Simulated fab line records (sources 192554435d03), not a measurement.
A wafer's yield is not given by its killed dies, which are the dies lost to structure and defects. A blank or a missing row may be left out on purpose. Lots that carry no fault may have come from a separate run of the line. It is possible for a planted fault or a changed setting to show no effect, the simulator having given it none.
Chamber matching	flow n5_finfet	pecvd-03 running N5_BEOL_M3_ILD_DEP_00: 3 sister chambers
The step deposits SiOC from DEMS/O2, target thk 79 nm, time 15.3 s. 16 wafers are shown with their chamber, then 8 later ones without.

## WAFERS WITH THEIR CHAMBER
wafer	chamber	throttle_valve_pct (%)	heater_power_w (W)	showerhead_plenum_p_Torr (Torr)
L080.2	2	11.5	415	5.694
L080.3	0	12.3	425	5.702
L080.5	0	12.3	405	5.715
L079.2	2	11.1	462	5.691
L079.3	1	11.8	603	5.697
L079.6	0	12.2	390	5.738
L088.3	2	11.5	449	5.688
L088.5	2	11.4	432	5.690
L088.6	1	11.5	525	5.694
L089.1	1	11.5	592	5.704
L089.2	2	11.4	395	5.693
L089.3	0	12.3	359	5.716
L091.1	2	11.5	439	5.679
L091.2	1	11.6	524	5.690
L091.4	0	12.5	402	5.710
L095.2	2	11.6	457	5.688

SIGNATURES, as means of the wafers listed above
reading	chamber 0	chamber 1	chamber 2	scatter within a chamber
throttle_valve_pct	12.320	11.600	11.429	0.142
heater_power_w	396.20	561.00	435.57	29.3
showerhead_plenum_p_Torr	5.71620	5.69625	5.68900	0.00864
Rule: for each reading, subtract the chamber's mean from the wafer's reading, divide by that reading's scatter and square the result; add these up over the readings and take the root, which gives the wafer's distance from the chamber. If the next closest chamber is less than 2 further off than the closest, the wafer can't be placed; otherwise it belongs to the closest. The scatter: the root of (the sum of the squares of (reading less its chamber's mean) over the shown wafers, divided by (wafers less chambers)).

## WAFERS WITHOUT THEIR CHAMBER
wafer	throttle_valve_pct (%)	heater_power_w (W)	showerhead_plenum_p_Torr (Torr)
L095.3	11.9	427	5.721
L095.6	12.1	435	5.725
L096.1	11.4	468	5.687
L096.2	12.0	399	5.721
L096.3	11.7	531	5.689
L096.4	11.5	467	5.687
L096.5	12.2	395	5.712
L096.6	11.5	541	5.697

## CHAMBER TAKEN BY EACH
wafer	from the rows above	in truth
L095.3	can't be placed: 0 or 2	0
L095.6	0	0
L096.1	2	2
L096.2	0	0
L096.3	1	1
L096.4	2	2
L096.5	0	0
L096.6	1	1
Correct placement for 7 of the 8. Not placeable from these rows: 1 (in 1, the candidates include the true chamber). Wrongly placed: 0.
